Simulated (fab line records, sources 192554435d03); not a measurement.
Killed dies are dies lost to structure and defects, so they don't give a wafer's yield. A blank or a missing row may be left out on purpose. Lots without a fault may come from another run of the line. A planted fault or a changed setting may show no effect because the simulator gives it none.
Which tool did it? | flow n5_finfet | 21 lots, 63 wafers sampled, at 1 step of a route of 1938

WHAT THE GAUGES READ, wafer by wafer
N5_MOL_CONTACT_COAG_OVL_MEAS_09. Usual: CA_OVL 0.3 nm, standard deviation 0.63.
lot  | measured    | on         | CA_OVL (nm)    | flag
L074 | day 4 15:32 | overlay-01 | 0.9 -0.4 -0.5  |
L075 | day 5 02:07 | overlay-02 | 0.6 -0.2 1.1   |
L076 | day 5 03:50 | overlay-02 | -0.4 0.1 1.5   |
L077 | day 5 13:46 | overlay-01 | 1.0 -0.1 0.0   |
L078 | day 5 19:58 | overlay-01 | -0.9 -0.2 -0.5 |
L079 | day 5 22:22 | overlay-01 | 0.6 0.8 -0.2   |
L080 | day 6 10:40 | overlay-02 | -1.3 -0.7 -0.3 |
L081 | day 6 10:42 | overlay-01 | -0.3 0.2 0.3   |
L082 | day 6 18:22 | overlay-01 | 0.0 0.8 0.1    |
L083 | day 6 23:01 | overlay-02 | 0.5 0.5 0.9    |
L084 | day 7 05:04 | overlay-02 | 1.0 1.1 0.6    |
L085 | day 7 11:04 | overlay-01 | -0.3 1.0 0.9   |
L086 | day 7 18:03 | overlay-02 | 0.7 1.2 0.7    |
L087 | day 8 01:19 | overlay-01 | 0.1 0.3 -0.4   |
L088 | day 8 09:31 | overlay-02 | -0.1 -0.1 0.4  |
L089 | day 8 12:58 | overlay-01 | 0.7 0.5 0.1    |
L090 | day 8 19:55 | overlay-01 | 0.4 0.2 0.5    |
L092 | day 9 06:37 | overlay-01 | 1.2 -0.3 0.5   |
L093 | day 9 14:10 | overlay-02 | 0.3 1.2 0.5    |
L094 | day 9 16:46 | overlay-01 | 0.9 1.4 1.2    |
L095 | day 9 22:29 | overlay-02 | 1.1 0.3 0.2    |

WHICH TOOL RAN EACH LOT (tool, then ch and the chambers of the sampled wafers, then the start)
The record holds no process step before these readings.

WHAT THE TOOLS THEMSELVES READ (means of the sampled wafers that have a number; where no wafer has one, the mark that the record gives instead)
The record holds no such reading with a usual standard deviation.

THE ANSWER, worked out from the rows above alone
Rule: a lot is off if the mean of its wafers that have a number lies more than 3 standard deviations from the usual mean. A lot without any number at a reading at which 4 lots or more have one is off too. The other lots that the step has rows for count as sound. The gauges are gone through in route order, then the tools' own readings, and for those a lot's mean is taken as printed above. The first step at which some lot is off is used, and at that step the reading that is off furthest; a lot without a number counts as furthest.
No lot is off at any reading shown: from this, nothing can be told.

WHAT THE SIMULATOR HAD PUT IN
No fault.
